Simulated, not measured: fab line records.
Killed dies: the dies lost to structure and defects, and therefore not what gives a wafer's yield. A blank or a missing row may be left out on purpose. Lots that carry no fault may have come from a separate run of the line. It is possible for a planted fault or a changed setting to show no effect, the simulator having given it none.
fab line records | flow n5Finfet
record lots=7 | wafers=39
route steps=1938 shown PMOS_HMC_CHANNEL_EPI@57 DUMMY_GATE@220 GATE_CUT@490 BEOL_M0@733
startH: the number of hours between the record's first day and the start of the first shown wafer of the lot | waitH: how many hours have passed since the lot's step before this one | " identical to the entry in the row above | L1.1+2: a row that stands for several wafers | - value missing, or start not given | * or withheld: withheld | < > ~ a bound
route shown NAME@n: a module of which the file shows steps, and the number in the route of the first | usual: mean/standard deviation of fault-free wafers | same: alike in all rows | chamber/n: place in a boat | sites: the reading at each site | _std_site: the values' standard deviation | _edge_site: the outer-site mean with the inner-site mean subtracted | radiusMm: for every site, how far away it sits from the centre of the wafer | mask NAME#n: copy n | behind: the most recent tool/chamber to have shaped the wafer | hold: what put the lot on hold/how long, in hours/how the hold closed | device: whichever transistor did not switch (one of n, p or np) | end of line: the tests these same wafers got at the end of their route | a step without rows: its recipe alone | killed: dies that structure and defects cost at the first sort, which is not the same as the wafer's yield | map: the dies of a wafer, with x for killed, . for not killed, _ for no die there
set.NAME: the setting as run; set.NAME@STEP: as run at that earlier step | model.NAME: the simulator's own value behind a step, which no gauge read
lots with deliberately changed settings; one table per step, one row per wafer
## steps
# step N5_PMOS_HMC_CHANNEL_EPI_HM_DEP_34
# recipe material=SiO2 | targetThkA=360 | tempC=400 | precursor=TEOS/O2 | pressureTorr=6.5 | rfW=900 | teosFlowSccm=161.4 | gas=O2 | flowSccm=2650 | timeS=6.9
lot.wafer | tool     | chamber | startH | waitH | set.targetThkA | model.SiO2_of_PMOS_HMC_CHANNEL_EPI_HM_DEP_34.thkNm
L076.1    | pecvd-03 | 1       | 28.81  | 0.0   | 360            | 35.73
L076.2    | "        | 0       | "      | "     | 360            | 36.32
L076.3    | "        | 1       | "      | "     | 360            | 36.89
L076.4    | "        | 0       | "      | "     | 360            | 36.95
L076.5    | "        | 1       | "      | "     | 360            | 36.79
L076.6    | "        | 0       | "      | "     | 360            | 36.84
L077.1    | pecvd-04 | 0       | 34.88  | 0.0   | 520.3          | 52.15
L077.2    | "        | 2       | "      | "     | 360            | 35.95
L077.3    | "        | 1       | "      | "     | 520.3          | 51.68
L077.4    | "        | 0       | "      | "     | 360            | 37.15
L077.5    | "        | 2       | "      | "     | 520.3          | 52.81
L077.6    | "        | 1       | "      | "     | 360            | 36.47
L079.1    | pecvd-03 | 1       | 46.81  | 0.0   | 360            | 36.23
L079.2    | "        | 0       | "      | "     | 360            | 36.08
L079.3    | "        | 0       | "      | "     | 360            | 36.53
L079.4    | "        | 1       | "      | "     | 360            | 36.82
L079.5    | "        | 0       | "      | "     | 360            | 36.62
L079.6    | "        | 1       | "      | "     | 360            | 37.04
L083.1    | pecvd-03 | 2       | 71.22  | 0.0   | 360            | 35.71
L083.5    | "        | 0       | "      | "     | 360            | 36.12
L083.6    | "        | 1       | "      | "     | 360            | 36.46
L090.1    | pecvd-03 | 1       | 113.85 | 0.0   | 360            | 36.04
L090.2    | "        | 2       | "      | "     | 360            | 35.67
L090.3    | "        | 0       | "      | "     | 360            | 35.77
L090.4    | "        | 2       | "      | "     | 360            | 36.54
L090.5    | "        | 0       | "      | "     | 360            | 36.18
L090.6    | "        | 1       | "      | "     | 360            | 36.16
L094.1    | pecvd-02 | 1       | 137.20 | 0.0   | 360            | 35.16
L094.2    | "        | 0       | "      | "     | 491.8          | 48.5
L094.3    | "        | 2       | "      | "     | 491.8          | 48.79
L094.4    | "        | 1       | "      | "     | 360            | 35.81
L094.5    | "        | 0       | "      | "     | 491.8          | 49.6
L094.6    | "        | 2       | "      | "     | 360            | 36.29
L096.1    | pecvd-02 | 0       | 148.83 | 0.0   | 302.9          | 29.75
L096.2    | "        | 2       | "      | "     | 360            | 35.72
L096.3    | "        | 1       | "      | "     | 302.9          | 29.97
L096.4    | "        | 0       | "      | "     | 360            | 36.34
L096.5    | "        | 2       | "      | "     | 360            | 36.26
L096.6    | "        | 1       | "      | "     | 302.9          | 30.46
# step N5_DUMMY_GATE_HM_DEP_06
# recipe material=SiNx | targetThkA=800 | precursor=DCS/NH3 | tempC=700 | pressureMtorr=300 | timeS=5141
lot.wafer      | tool     | chamber | startH | waitH | set.timeS | model.SiNx_of_DUMMY_GATE_HM_DEP_06.thkNm
L076.1         | -        | -       | -      | 0.0   | 2608      | 40
L076.2         | "        | -       | "      | "     | 2608      | 40.6
L076.3         | "        | -       | "      | "     | 2608      | 40.2
L076.4+6       | "        | -       | "      | "     | 2608      | 40.8
L076.5         | "        | -       | "      | "     | 2608      | 39.8
L077.1+6       | -        | -       | -      | 0.0   | 6320      | 98.6
L077.2         | "        | -       | "      | "     | 6320      | 97.8
L077.3         | "        | -       | "      | "     | 6320      | 98
L077.4         | "        | -       | "      | "     | 6320      | 98.8
L077.5         | "        | -       | "      | "     | 6320      | 98.4
L079.1         | -        | -       | -      | 0.0   | 2136      | 32.6
L079.2+3+5     | "        | -       | "      | "     | 2136      | 33.4
L079.4         | "        | -       | "      | "     | 2136      | 34
L079.6         | "        | -       | "      | "     | 2136      | 33
L083.1         | lpcvd-01 | 0/40    | 95.29  | 0.0   | 5141      | 79.6
L083.5         | "        | 0/59    | "      | "     | 5141      | 80.6
L083.6         | "        | 0/64    | "      | "     | 5141      | 79.8
L090.1+2+3     | -        | -       | -      | 0.0   | 5141      | 79.6
L090.4         | "        | -       | "      | "     | 5141      | 79
L090.5         | "        | -       | "      | "     | 5141      | 80
L090.6         | "        | -       | "      | "     | 5141      | 79.4
L094.1+2+4+5+6 | -        | -       | -      | 0.0   | 5141      | 77.4
L094.3         | "        | -       | "      | "     | 5141      | 77.2
L096.1         | -        | -       | -      | 0.0   | 3259      | 51.6
L096.2         | "        | -       | "      | "     | 3259      | 51.4
L096.3         | "        | -       | "      | "     | 3259      | 50.4
L096.4         | "        | -       | "      | "     | 3259      | 50.8
L096.5         | "        | -       | "      | "     | 3259      | 51
L096.6         | "        | -       | "      | "     | 3259      | 50.6
# step N5_GATE_CUT_DESCUM_18
# recipe chemistry=O2 | timeS=7 | sourcePowerW=50 | biasPowerW=20 | pressureMtorr=20 | rfFrequencyHz=2.712e+07 | tempC=40 | resist=CAR-EUV | o2FlowSccm=225
lot.wafer    | tool       | chamber | startH | waitH | set.timeS | model.CAR-EUV_of_GATE_CUT_COAT_07.thkNm
L076.1+4+6   | rieDiel-03 | 3,1,1   | 97.91  | 0.0   | 3.813     | 27.8
L076.2+3+5   | "          | 2,0,0   | "      | "     | 7         | 26.2
L077.1+2     | rieDiel-06 | 3,0     | 101.85 | 0.3   | 3.413     | 27.8
L077.3+4+5   | "          | 1,2,0   | "      | "     | 7         | 26
L077.6       | "          | 1       | "      | "     | 3.413     | 28
L079.1       | rieDiel-06 | 2       | 114.14 | 0.5   | 4.852     | 27.2
L079.2+3+5   | "          | 1,3,2   | "      | "     | 7         | 26
L079.4+6     | "          | 0,1     | "      | "     | 4.852     | 27
L083.1+5     | rieDiel-04 | 3,0     | 137.46 | 0.2   | 7         | 26
L083.6       | "          | 3       | "      | "     | 7         | 25.8
L090.1+3+5   | rieDiel-04 | 0,2,3   | 183.56 | 0.1   | 7         | 26
L090.2+4     | "          | 1,3     | "      | "     | 5.02      | 27
L090.6       | "          | 0       | "      | "     | 5.02      | 26.8
L094.1+3+5   | rieDiel-06 | 3,2,3   | 202.35 | 0.0   | 4.645     | 27.2
L094.2+4+6   | "          | 1,0,0   | "      | "     | 7         | 26
L096.1+2+4+5 | rieDiel-04 | 1,3,2,1 | 224.23 | 0.1   | 7         | 26.2
L096.3+6     | "          | 0       | "      | "     | 7         | 26
# step N5_GATE_CUT_ETCH_28
# recipe chemistry=N2/H2 | target=underlayer | targetDepthA=130 | maskMaterial=CAR-EUV | timeS=10.4 | ionEnergyEv=200 | pressureMtorr=30 | sourceW=840 | biasW=150 | n2FlowSccm=200 | h2FlowSccm=200 | ends=cleared
lot.wafer      | tool       | chamber   | startH | waitH | set.timeS@GATE_CUT_DESCUM_18 | model.GATE_CUT.cdNm
L076.1+4+6     | rieDiel-03 | 3,1,1     | 97.94  | 0.0   | 3.813                        | 19.4
L076.2+3       | "          | 2,0       | "      | "     | 7                            | 19.8
L076.5         | "          | 0         | "      | "     | 7                            | 19.6
L077.1+6       | rieDiel-06 | 3,1       | 101.89 | 0.0   | 3.413                        | 19.8
L077.2         | "          | 0         | "      | "     | 3.413                        | 19.6
L077.3+4+5     | "          | 1,2,0     | "      | "     | 7                            | 20.2
L079.1+4       | rieDiel-06 | 2,0       | 114.17 | 0.0   | 4.852                        | 20.2
L079.2+3+5     | "          | 1,3,2     | "      | "     | 7                            | 20.4
L079.6         | "          | 1         | "      | "     | 4.852                        | 20
L083.1+5+6     | rieDiel-04 | 3,0,3     | 137.49 | 0.0   | 7                            | 20
L090.1+3+5     | rieDiel-04 | 0,2,3     | 183.60 | 0.0   | 7                            | 20
L090.2+4       | "          | 1,3       | "      | "     | 5.02                         | 19.6
L090.6         | "          | 0         | "      | "     | 5.02                         | 19.4
L094.1+3+5     | rieDiel-06 | 3,2,3     | 202.39 | 0.0   | 4.645                        | 19.8
L094.2+4       | "          | 1,0       | "      | "     | 7                            | 20
L094.6         | "          | 0         | "      | "     | 7                            | 20.2
L096.1+2+3+5+6 | rieDiel-04 | 1,3,0,1,0 | 224.26 | 0.0   | 7                            | 20.2
L096.4         | "          | 2         | "      | "     | 7                            | 20
# step N5_GATE_CUT_ETCH_36
# recipe chemistry=CF4 | target=SiARC | targetDepthA=130 | maskMaterial=CAR-EUV | timeS=21.7 | ionEnergyEv=80 | pressureMtorr=40 | sourceW=545 | biasW=36 | Ar_flow_sccm=100 | cf4FlowSccm=100 | ends=cleared
lot.wafer  | tool       | chamber | startH | waitH | set.timeS@GATE_CUT_DESCUM_18 | model.CAR-EUV_of_GATE_CUT_COAT_07.thkNm | model.GATE_CUT.cdNm
L076.1+4   | rieDiel-03 | 3,1     | 97.96  | 0.0   | 3.813                        | 8.6                                     | 19.4
L076.2+5   | "          | 2,0     | "      | "     | 7                            | 7.2                                     | 19.8
L076.3     | "          | 0       | "      | "     | 7                            | 7                                       | 19.8
L076.6     | "          | 1       | "      | "     | 3.813                        | 8.8                                     | 19.4
L077.1+6   | rieDiel-06 | 3,1     | 101.91 | 0.0   | 3.413                        | 8.8                                     | 19.8
L077.2     | "          | 0       | "      | "     | 3.413                        | 8.8                                     | 19.6
L077.3+4+5 | "          | 1,2,0   | "      | "     | 7                            | 7                                       | 20.2
L079.1+4   | rieDiel-06 | 2,0     | 114.19 | 0.0   | 4.852                        | 8                                       | 20.2
L079.2+3+5 | "          | 1,3,2   | "      | "     | 7                            | 7                                       | 20.4
L079.6     | "          | 1       | "      | "     | 4.852                        | 8                                       | 20
L083.1+5   | rieDiel-04 | 3,0     | 137.51 | 0.0   | 7                            | 6.8                                     | 20.2
L083.6     | "          | 3       | "      | "     | 7                            | 6.8                                     | 20
L090.1+5   | rieDiel-04 | 0,3     | 183.62 | 0.0   | 7                            | 6.8                                     | 20
L090.2     | "          | 1       | "      | "     | 5.02                         | 7.8                                     | 19.8
L090.3     | "          | 2       | "      | "     | 7                            | 6.8                                     | 20.2
L090.4     | "          | 3       | "      | "     | 5.02                         | 7.8                                     | 19.6
L090.6     | "          | 0       | "      | "     | 5.02                         | 7.6                                     | 19.6
L094.1     | rieDiel-06 | 3       | 202.41 | 0.0   | 4.645                        | 8.2                                     | 19.8
L094.2+4   | "          | 1,0     | "      | "     | 7                            | 7                                       | 20
L094.3     | "          | 2       | "      | "     | 4.645                        | 8                                       | 20
L094.5     | "          | 3       | "      | "     | 4.645                        | 8                                       | 19.8
L094.6     | "          | 0       | "      | "     | 7                            | 7                                       | 20.2
L096.1+2+5 | rieDiel-04 | 1,3,1   | 224.28 | 0.0   | 7                            | 7                                       | 20.2
L096.3+6   | "          | 0       | "      | "     | 7                            | 6.8                                     | 20.2
L096.4     | "          | 2       | "      | "     | 7                            | 7                                       | 20
# step N5_GATE_CUT_ETCH_37
# recipe chemistry=N2/H2 | target=SOC | targetDepthA=600 | overetchA=120 | maskMaterial=SiARC | tempC=40 | timeS=90 | ionEnergyEv=200 | pressureMtorr=30 | sourceW=840 | biasW=150 | n2FlowSccm=200 | h2FlowSccm=200
lot.wafer    | tool       | chamber | startH | waitH | set.timeS@GATE_CUT_DESCUM_18 | model.GATE_CUT.cdNm
L076.1+4     | rieDiel-03 | 3,1     | 97.99  | 0.0   | 3.813                        | 19.4
L076.2+3+5   | "          | 2,0,0   | "      | "     | 7                            | 19.8
L076.6       | "          | 1       | "      | "     | 3.813                        | 19.2
L077.1+2     | rieDiel-06 | 3,0     | 101.93 | 0.0   | 3.413                        | 19.8
L077.3+5     | "          | 1,0     | "      | "     | 7                            | 20.4
L077.4       | "          | 2       | "      | "     | 7                            | 20.2
L077.6       | "          | 1       | "      | "     | 3.413                        | 20
L079.1+6     | rieDiel-06 | 2,1     | 114.22 | 0.0   | 4.852                        | 20
L079.2+3     | "          | 1,3     | "      | "     | 7                            | 20.4
L079.4       | "          | 0       | "      | "     | 4.852                        | 20.2
L079.5       | "          | 2       | "      | "     | 7                            | 20.2
L083.1+5     | rieDiel-04 | 3,0     | 137.54 | 0.0   | 7                            | 20.2
L083.6       | "          | 3       | "      | "     | 7                            | 20
L090.1+5     | rieDiel-04 | 0,3     | 183.64 | 0.0   | 7                            | 20
L090.2+4     | "          | 1,3     | "      | "     | 5.02                         | 19.8
L090.3       | "          | 2       | "      | "     | 7                            | 20.2
L090.6       | "          | 0       | "      | "     | 5.02                         | 19.6
L094.1+5     | rieDiel-06 | 3       | 202.43 | 0.0   | 4.645                        | 19.8
L094.2+6     | "          | 1,0     | "      | "     | 7                            | 20.2
L094.3       | "          | 2       | "      | "     | 4.645                        | 19.6
L094.4       | "          | 0       | "      | "     | 7                            | 20
L096.1+2+3+5 | rieDiel-04 | 1,3,0,1 | 224.31 | 0.0   | 7                            | 20.2
L096.4       | "          | 2       | "      | "     | 7                            | 20
L096.6       | "          | 0       | "      | "     | 7                            | 20.4
# step N5_BEOL_M0_CVD_115
# recipe material=Co | targetThkA=* | tempC=withheld | precursor=CCTBA/H2 | pressureTorr=30 | timeS=120
lot.wafer        | tool     | chamber     | startH | waitH | set.targetThkA | model.Co_of_BEOL_M0_CVD_115.thkNm
L076.1           | cvdCo-02 | 1           | 129.79 | 0.1   | *              | *
L076.2+6         | "        | 0           | "      | "     | *              | *
L076.3+4+5       | "        | 2,2,1       | "      | "     | *              | *
L077.1+5+6       | cvdCo-01 | 2,0,2       | 133.23 | 0.2   | *              | *
L077.2           | "        | 0           | "      | "     | *              | *
L077.3+4         | "        | 2,0         | "      | "     | *              | *
L079.1+4         | cvdCo-01 | 0,2         | 151.36 | 0.0   | *              | *
L079.2           | "        | 1           | "      | "     | *              | *
L079.3+5+6       | "        | 2,1,0       | "      | "     | *              | *
L083.1+6         | cvdCo-01 | 0           | 168.25 | 0.0   | *              | *
L083.5           | "        | 1           | "      | "     | *              | *
L090.1+4         | cvdCo-02 | 0,1         | 218.21 | 0.1   | *              | *
L090.2+3+5+6     | "        | 1,2,2,0     | "      | "     | *              | *
L094.1+6         | cvdCo-01 | 1,2         | 240.07 | 0.3   | *              | *
L094.2           | "        | 2           | "      | "     | *              | *
L094.3           | "        | 0           | "      | "     | *              | *
L094.4+5         | "        | 0,1         | "      | "     | *              | *
L096.1+2+3+4+5+6 | cvdCo-02 | 1,2,0,2,0,1 | 262.10 | 0.0   | *              | *
# step N5_BEOL_M0_SPUTTER_116
# recipe material=Cu | targetThkA=40 | tempC=-20 | chamberPressurePa=0.07 | powerW=withheld | timeS=7.37
# step N5_BEOL_M0_ANNEAL_117
# recipe tempC=400 | timeS=60 | ambient=vacuum
# step N5_BEOL_M0_ECD_118
# recipe material=Cu | targetThkA=3000
# step N5_BEOL_M0_ANNEAL_119
# recipe tempC=225 | timeS=90 | ambient=N2
# step N5_BEOL_M0_CMP_120
# recipe stopOn=SiOC | tOverpolishS=6.9 | downForcePsi=1 | platenRpm=50 | clearingPlatenDownForcePsi=1.5 | clearingPlatenRpm=50 | postCmpClean=cuAlkaline | clearingPlatenPadVelocityMS=0.99484 | padVelocityMS=0.99484
# usual barrierFieldEndpointS=3.71/0.11
lot.wafer | tool   | chamber | startH | waitH | set.targetThkA@BEOL_M0_CVD_115 | barrierFieldEndpointS
L076.2    | cmp-04 | 1       | 130.90 | 0.2   | *                              | 3.83
L076.1    | "      | 2       | "      | "     | *                              | 3.92
L076.3    | "      | 3       | "      | "     | *                              | 4.49
L076.4    | "      | 0       | "      | "     | *                              | 4.31
L076.6    | "      | 1       | "      | "     | *                              | 3.77
L076.5    | "      | 2       | "      | "     | *                              | 4.28
L077.4    | cmp-01 | 3       | 134.30 | 0.1   | *                              | 3.57
L077.3    | "      | 0       | "      | "     | *                              | 3.57
L077.2    | "      | 1       | "      | "     | *                              | 3.63
L077.1    | "      | 2       | "      | "     | *                              | 3.24
L077.6    | "      | 3       | "      | "     | *                              | 3.19
L077.5    | "      | 0       | "      | "     | *                              | 3.30
L079.1    | cmp-04 | 3       | 152.39 | 0.3   | *                              | 3.58
L079.2    | "      | 0       | "      | "     | *                              | 3.64
L079.3    | "      | 1       | "      | "     | *                              | 2.59
L079.4    | "      | 2       | "      | "     | *                              | 3.56
L079.6    | "      | 3       | "      | "     | *                              | 2.50
L079.5    | "      | 0       | "      | "     | *                              | 2.62
L083.1    | cmp-04 | 3       | 170.35 | 0.3   | *                              | 3.62
L083.5    | "      | 3       | "      | "     | *                              | 3.63
L083.6    | "      | 0       | "      | "     | *                              | 3.68
L090.1    | cmp-04 | 2       | 219.19 | 0.3   | *                              | 3.62
L090.4    | "      | 3       | "      | "     | *                              | 3.71
L090.2    | "      | 0       | "      | "     | *                              | 3.70
L090.3    | "      | 1       | "      | "     | *                              | 3.67
L090.6    | "      | 2       | "      | "     | *                              | 3.83
L090.5    | "      | 3       | "      | "     | *                              | 3.80
L094.3    | cmp-02 | 1       | 241.33 | 0.2   | *                              | 3.29
L094.2    | "      | 2       | "      | "     | *                              | 3.72
L094.1    | "      | 3       | "      | "     | *                              | 3.02
L094.4    | "      | 0       | "      | "     | *                              | 3.73
L094.6    | "      | 1       | "      | "     | *                              | 3.11
L094.5    | "      | 2       | "      | "     | *                              | 3.74
L096.4    | cmp-04 | 2       | 263.51 | 0.1   | *                              | 3.56
L096.1    | "      | 3       | "      | "     | *                              | 3.58
L096.2    | "      | 0       | "      | "     | *                              | 3.61
L096.3    | "      | 1       | "      | "     | *                              | 3.75
L096.6    | "      | 2       | "      | "     | *                              | 3.63
L096.5    | "      | 3       | "      | "     | *                              | 3.65
## key
split step=N5_PMOS_HMC_CHANNEL_EPI_HM_DEP_34 | setting=targetThkA | stated=360 | by=wafer
response step=N5_PMOS_HMC_CHANNEL_EPI_HM_DEP_34 | reading=model.SiO2_of_PMOS_HMC_CHANNEL_EPI_HM_DEP_34.thkNm | change=+0.358 | per=1% | r=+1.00
split step=N5_DUMMY_GATE_HM_DEP_06 | setting=timeS | stated=5141 | by=lot
response step=N5_DUMMY_GATE_HM_DEP_06 | reading=model.SiNx_of_DUMMY_GATE_HM_DEP_06.thkNm | change=+0.789 | per=1% | r=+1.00
split step=N5_GATE_CUT_DESCUM_18 | setting=timeS | stated=7 | by=wafer
response step=N5_GATE_CUT_DESCUM_18 | reading=model.CAR-EUV_of_GATE_CUT_COAT_07.thkNm | change=-0.0354 | per=1% | r=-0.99
response step=N5_GATE_CUT_ETCH_28 | reading=model.GATE_CUT.cdNm | change=+0.00917 | per=1% | r=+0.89
response step=N5_GATE_CUT_ETCH_36 | reading=model.CAR-EUV_of_GATE_CUT_COAT_07.thkNm | change=-0.0337 | per=1% | r=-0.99
response step=N5_GATE_CUT_ETCH_36 | reading=model.GATE_CUT.cdNm | change=+0.00903 | per=1% | r=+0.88
response step=N5_GATE_CUT_ETCH_37 | reading=model.GATE_CUT.cdNm | change=+0.0101 | per=1% | r=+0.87
split step=N5_BEOL_M0_CVD_115 | setting=targetThkA | stated=* | by=wafer
response step=N5_BEOL_M0_CVD_115 | reading=model.Co_of_BEOL_M0_CVD_115.thkNm | change=* | per=1% | r=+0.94
response step=N5_BEOL_M0_CMP_120 | reading=barrierFieldEndpointS | change=+0.0175 | per=1% | r=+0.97
